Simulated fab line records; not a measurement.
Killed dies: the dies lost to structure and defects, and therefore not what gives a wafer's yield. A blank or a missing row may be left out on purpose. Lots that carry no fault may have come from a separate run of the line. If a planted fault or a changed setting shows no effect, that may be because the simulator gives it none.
A struck lot beside a sound one -- flow nand-harc -- 13 steps out of a route of 1302
Sound: these wafers, L536.1, L536.5, L536.6. Struck: wafers L540.4, L540.5, L540.6. At the end, the cause is stated.
Order at every step that has rows: each side's tool, ch and its chambers, its first start. Under that, the readings that differ: sound wafers -- struck wafers -- difference of the means -- sigmas: that difference in standard deviations of wafers without a fault.
alike: readings whose means differ by less than 2 such deviations, and words and numbers that are the same on both sides. not compared: withheld readings, readings that some wafer has no value for, bounds like >300 that may hide the same value, and numbers for which the record gives no deviation and whose values overlap.
The two part at a step that has a row with sigmas, a row that says differs or no value, or rows on one side only. When numbers do not overlap yet have no deviation, they are printed without sigmas and do not part them. Lack of a reading on every wafer of one side parts them only where that side has two or more wafers.

first, 3 steps without rows for these wafers: NHARC_A_STAIRCASE_STRIP_296 (strips in SPM, time 900 s); NHARC_A_STAIRCASE_PRECLEAN_297 (cleans in SC1); NHARC_A_STAIRCASE_SRD_298.
NHARC_A_STAIRCASE_HM_DEP_462: deposits aC, target thk 800 nm.
  sound on acl-dep-03 ch 0, day 19 21:13; struck on acl-dep-02 ch 0, day 21 12:30
  alike: throttle-valve-pct
NHARC_A_STAIRCASE_DEP_301: deposits SiON, target thk 30 nm.
  sound on pecvd-03 ch 0,2, day 19 23:08; struck on pecvd-01 ch 0,1,2, day 21 13:32
  alike: heater-power-w
then, 6 steps without rows for these wafers: NHARC_A_STAIRCASE_DEHYDRATE_302 (time 120 s); NHARC_A_STAIRCASE_HMDS_303 (time 30 s); NHARC_A_STAIRCASE_COAT_304; NHARC_A_STAIRCASE_SOFTBAKE_305 (time 170 s); NHARC_A_STAIRCASE_EBR_306; NHARC_A_STAIRCASE_EXPOSE_307 (exposes mask CHOP 50).
NHARC_A_STAIRCASE_PEB_308: peb time 130 s.
  sound on litho-track-05 ch 0, day 19 23:44; struck on litho-track-07, day 21 13:59
  no value came back on the struck wafers for chill-plate-temp-C (C), exhaust-pa (Pa), plate-temp-C (C); on the sound wafers chill-plate-temp-C (C) reads 23.16 23.21 23.08
then, 1 step without rows for these wafers: NHARC_A_STAIRCASE_DEVELOP_309 (time 140 s).

== WHERE THEY PART ==
NHARC_A_STAIRCASE_PEB_308 only, going by this record.

WHY: the cause the simulator had injected
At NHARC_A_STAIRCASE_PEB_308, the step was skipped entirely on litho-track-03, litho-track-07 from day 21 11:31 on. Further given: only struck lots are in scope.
